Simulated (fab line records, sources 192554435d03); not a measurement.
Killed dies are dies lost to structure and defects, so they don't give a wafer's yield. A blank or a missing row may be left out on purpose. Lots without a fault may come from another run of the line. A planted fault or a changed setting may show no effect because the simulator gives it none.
Chamber matching | flow n5_finfet | N5_BEOL_M0_SAQP_ETCH_107 on rie_diel-06: 4 sister chambers
The step etches SiNx in CH3F/O2, target depth 30 nm. 4 wafers are shown with their chamber, then 7 later ones without.

WAFERS WITH THEIR CHAMBER
wafer  | chamber | oes_product_au (a.u.)
L088.5 | 2       | 0.67
L091.5 | 3       | 0.76
L092.1 | 0       | 0.69
L092.3 | 1       | 0.88

WAFERS WITHOUT THEIR CHAMBER
wafer  | oes_product_au (a.u.)
L092.4 | 0.69
L093.2 | 0.76
L093.4 | 0.96
L093.6 | 0.69
L094.2 | 0.86
L094.3 | 0.69
L094.5 | 0.76

WHICH CHAMBER EACH WENT THROUGH
wafer  | from the rows above     | in truth
L092.4 | can't be placed: 0 or 2 | 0
L093.2 | 3                       | 3
L093.4 | 1                       | 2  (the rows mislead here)
L093.6 | can't be placed: 0 or 2 | 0
L094.2 | 1                       | 1
L094.3 | can't be placed: 0 or 2 | 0
L094.5 | 3                       | 3
Placed correctly: 3 of 7. Can't be placed from these rows: 3 (the true chamber is among the candidates in 3). Placed wrongly: 1.
How it was worked out, from the rows above alone: a wafer's distance from a chamber is the root of the sum, over the readings, of the square of ((its reading less the chamber's mean) divided by the reading's scatter). The wafer belongs to the nearest chamber; if the next one is less than 2 further off, it can't be placed. A chamber's mean is the mean of its shown wafers. The scatter: with one shown wafer a chamber, the root of the mean of the squares of how far each hidden wafer lies from its nearest shown one.
